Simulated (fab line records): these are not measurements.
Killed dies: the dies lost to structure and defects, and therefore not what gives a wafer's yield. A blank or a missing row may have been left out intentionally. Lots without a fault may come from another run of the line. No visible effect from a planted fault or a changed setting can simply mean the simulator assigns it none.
Matching of chambers :: flow n5-finfet :: N5_BEOL_M4_ETCH_77 on rie-diel-01: 3 sister chambers
The step etches underlayer in N2/H2, target depth 6.5 nm, time 5.2 s. 3 wafers are shown with their chamber, then 5 later ones without.

== WAFERS PAIRED WITH THEIR CHAMBERS ==
wafer: L084.5
chamber: 1
drypump-motor-current-A (A): 5.6

wafer: L085.1
chamber: 2
drypump-motor-current-A (A): 5.9

wafer: L085.4
chamber: 3
drypump-motor-current-A (A): 5.5

== WAFERS WHOSE CHAMBER IS MISSING ==
wafer: L090.3
drypump-motor-current-A (A): 5.6

wafer: L090.5
drypump-motor-current-A (A): 5.5

wafer: L093.2
drypump-motor-current-A (A): 5.8

wafer: L093.4
drypump-motor-current-A (A): 5.6

wafer: L093.5
drypump-motor-current-A (A): 5.8

== WHICH CHAMBER EACH WENT THROUGH ==
wafer: L090.3
from the rows above: can't be placed: 1 or 3
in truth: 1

wafer: L090.5
from the rows above: can't be placed: 3 or 1
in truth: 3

wafer: L093.2
from the rows above: can't be placed: 2 or 1
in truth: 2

wafer: L093.4
from the rows above: can't be placed: 1 or 3
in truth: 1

wafer: L093.5
from the rows above: can't be placed: 2 or 1
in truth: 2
Placed correctly: 0 of 5. Can't be placed from these rows: 5 (the true chamber is among the candidates in 5). 0 placed wrongly.
How it was worked out, from the rows above alone: a wafer's distance from a chamber is the root of the sum, over the readings, of the square of ((its reading less the chamber's mean) divided by the reading's scatter). The wafer belongs to the nearest chamber; if the next one is less than 2 further off, it can't be placed. A chamber's mean is the mean of its shown wafers. The scatter: with one shown wafer a chamber, the root of the mean of the squares of how far each hidden wafer lies from its nearest shown one.
